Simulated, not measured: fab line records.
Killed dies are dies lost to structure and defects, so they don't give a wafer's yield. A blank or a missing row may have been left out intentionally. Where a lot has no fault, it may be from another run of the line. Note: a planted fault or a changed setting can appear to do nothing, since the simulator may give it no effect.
Chamber matching    flow nand harc    NHARC_P_BONDPAD_ACTIVATE_29 on rie diel-04 has 4 sister chambers
The step chemistry N2, time 60 s. 8 wafers are shown with their chamber, then 7 later ones without.

== EACH WAFER AND ITS CHAMBER ==
wafer   chamber  drypump motor current A (A)  oes product au (a.u.)
L901.2  0        5.6                          1.003
L901.3  1        6.3                          0.995
L903.5  2        6.0                          1.001
L904.1  0        5.6                          1.005
L904.3  2        6.0                          1.004
L904.5  3        6.1                          0.991
L907.2  1        6.3                          0.997
L907.3  3        6.0                          0.997

== WAFERS WITHOUT THEIR CHAMBER ==
wafer   drypump motor current A (A)  oes product au (a.u.)
L907.6  5.6                          1.006
L908.2  5.9                          1.005
L908.3  6.3                          1.010
L908.4  6.0                          0.990
L923.2  6.1                          0.993
L923.5  6.1                          0.997
L923.6  5.6                          1.004

== CHAMBER TAKEN BY EACH ==
wafer   from the rows above      in truth
L907.6  0                        0
L908.2  2                        2
L908.3  1                        1
L908.4  3                        3
L923.2  3                        3
L923.5  can't be placed: 3 or 2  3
L923.6  0                        0
Correct placement for 6 of the 7. Cannot be placed on the basis of these rows: 1; the candidates contain the true chamber in 1. Wrongly placed: 0.
How it was worked out, from the rows above alone: a wafer's distance from a chamber is the root of the sum, over the readings, of the square of ((its reading less the chamber's mean) divided by the reading's scatter). The wafer belongs to the nearest chamber; if the next one is less than 2 further off, it can't be placed. The mean given for a chamber averages the wafers shown for that chamber. How the scatter is found: for the shown wafers, subtract from each reading the mean of its chamber, square and add these, divide the total by (wafers less chambers), then take the root.
